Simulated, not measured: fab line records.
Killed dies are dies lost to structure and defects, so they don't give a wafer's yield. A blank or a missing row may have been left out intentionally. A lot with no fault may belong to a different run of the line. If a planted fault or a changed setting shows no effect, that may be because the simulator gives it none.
Struck lot and sound lot, side by side / flow n5_finfet / 38 steps out of a route of 1938
Sound: these wafers, L846.2, L846.3, L846.5. Struck: wafer L849.6. (L849.3 of the same lot was not struck and is left out.) The cause comes at the end.
Each step with rows lists, per side, the tool, then ch with its chambers, then its first start. Under that, the readings that differ: sound wafers / struck wafers / difference of the means / sigmas: that difference in standard deviations of wafers without a fault.
alike: words and numbers the same on both sides, and readings whose means are apart by under 2 such deviations; not compared: readings that were withheld, readings missing a value for some wafer, numbers with overlapping values and no deviation given by the record, and bounds like >300 which may hide the same value.
A row with sigmas, a row that says differs or no value, or rows on one side alone: a step with any of these is where the two part. Non-overlapping numbers with no deviation appear without sigmas and do not part them. A reading that every wafer of one side lacks parts them only if that side has two wafers or more.

first, 12 steps without rows for these wafers: N5_BEOL_M0_ALD_136 (deposits TaN, pulse time 2 s, purge time 3 s, co reactant purge time 2 s); N5_BEOL_M0_SURFACE_TREAT_137; N5_BEOL_M0_CVD_115 (deposits Co from CCTBA/H2, time 120 s); N5_BEOL_M0_SPUTTER_116 (material Cu, target thk 4 nm, time 7.37 s); N5_BEOL_M0_ANNEAL_117 (time 60 s); N5_BEOL_M0_SPUTTER_132 (material Cu, target thk 4 nm, time 7.37 s); N5_BEOL_M0_ANNEAL_133 (time 60 s); N5_BEOL_M0_SPUTTER_134 (material Cu, target thk 4 nm, time 7.37 s); N5_BEOL_M0_ANNEAL_135 (time 60 s); N5_BEOL_M0_SPUTTER_141 (material Cu, target thk 4 nm, time 7.37 s); N5_BEOL_M0_ECD_118 (material Cu, target thk 300 nm); N5_BEOL_M0_ANNEAL_119 (time 90 s).
N5_BEOL_M0_CMP_120: polishes, stops on SiOC, t overpolish 6.9 s.
  sound on cmp-02 ch 1,3, day 8 17:15; struck on cmp-02 ch 2, day 9 12:48
reading=barrier_field_endpoint_s (s); sound=3.69 3.79 3.78; struck=7.46; difference=+3.71; sigmas=+29
reading=time_to_endpoint_s (s); sound=63.6 62.0 64.6; struck=81.7; difference=+18.3; sigmas=+7
reading=model.SiOC_of_BEOL_M0_SAQP_ILD_DEP_01.thk_nm (nm); sound=39.2 38.6 39.2; struck=41.4; difference=+2.4; sigmas=
  alike: motor_current_A, overpolish_run_s
then, 4 steps without rows for these wafers: N5_BEOL_M0_PRE_CLEAN_131 (time 15 s); N5_BEOL_M0_CO_CAP_123 (material Co, precursor CCTBA/H2, target thk 2 nm, time 102.1 s); N5_BEOL_M0_PRE_CLEAN_124 (time 15 s); N5_BEOL_M0_DEP_125 (deposits SiCN from 3MS/NH3, target thk 8 nm, time 14 s).
N5_BEOL_M0_INSPECT_127: inspects for defects (darkfield).
  sound: defect_inspect-02 at day 8 17:47; struck: defect_inspect-01 at day 9 13:25
reading=raw_defect_count; sound=99 152 154; struck=3548; difference=+3413; sigmas=+99 or more
then, 18 steps without rows for these wafers: N5_BEOL_M1_ILD_DEP_00 (deposits SiOC from DEMS/O2, target thk 79 nm, time 15.3 s); N5_BEOL_M1_PECVD_72 (deposits SiO2 from TEOS/O2, target thk 16 nm, time 18 s); N5_BEOL_M1_HM_DEP_02 (deposits TiN, target thk 20 nm); N5_BEOL_M1_COAT_61 (time 60 s, resist thk 60 nm); N5_BEOL_M1_COAT_62 (time 60 s, resist thk 12 nm); N5_BEOL_M1_COAT_73 (time 60 s, resist thk 5 nm); N5_BEOL_M1_COAT_05 (resist thk 30 nm); N5_BEOL_M1_EBR_07; N5_BEOL_M1_SOFTBAKE_06 (time 60 s); N5_BEOL_M1_EXPOSE_08 (exposes mask M1); N5_BEOL_M1_PEB_09 (peb time 60 s); N5_BEOL_M1_DEVELOP_10 (develop time 30 s); N5_BEOL_M1_DESCUM_16 (chemistry O2, time 7 s); N5_BEOL_M1_ETCH_74 (etches underlayer in N2/H2, target depth 6.5 nm, time 5.2 s); N5_BEOL_M1_ETCH_63 (etches SiARC in CF4, target depth 15.6 nm, time 26 s); N5_BEOL_M1_ETCH_64 (etches SOC in N2/H2, target depth 75 nm, overetch 15 nm, time 112.5 s); N5_BEOL_M1_STRIP_65 (strips in N2/H2); N5_BEOL_M1_STRIP_75 (strips in N2/H2).
N5_BEOL_M4_RC_MEAS_101:
  the record has rows for the sound wafers here (prober-02 ch 0, day 12 12:58) and none for the struck ones
-- record jumps: 8 days separate the struck wafers' starts on either side; left off in module BEOL_M4, taken up again in module PASSIVATION, whose first shown step is the route's number 1936 --
N5_PASSIVATION_PROBE_49:
  sound: prober-01 at day 16 15:55; struck: prober-01 at day 17 08:37
reading=defect_limited_yield (%); sound=92.9 90.7 93.2; struck=0; difference=-92; sigmas=-66
reading=killed_at_M0_to_M3; sound=33 27 19; struck=1111; difference=+1085; sigmas=+99
reading=killed_dies; sound=84 110 80; struck=1180; difference=+1089; sigmas=+64
reading=killed_on_rim; sound=5 13 13; struck=152; difference=+142; sigmas=+35
reading=sort_n_pass; sound=1096 1070 1100; struck=0; difference=-1089; sigmas=-64
reading=sort_yield_pct (%); sound=92.9 90.7 93.2; struck=0; difference=-92; sigmas=-66
  alike: killed_at_M4_up, killed_at_contacts, killed_at_front_end, killed_at_other, killed_open, killed_short, sort_bin_5_function, sort_bin_6_memory

== WHERE THEY PART ==
Earliest at N5_BEOL_M0_CMP_120; latest, in this record, at N5_PASSIVATION_PROBE_49.

WHY: what had been put in by the simulator
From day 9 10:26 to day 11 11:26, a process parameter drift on cmp-02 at N5_BEOL_M0_CMP_120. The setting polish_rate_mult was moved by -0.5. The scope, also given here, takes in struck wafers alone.
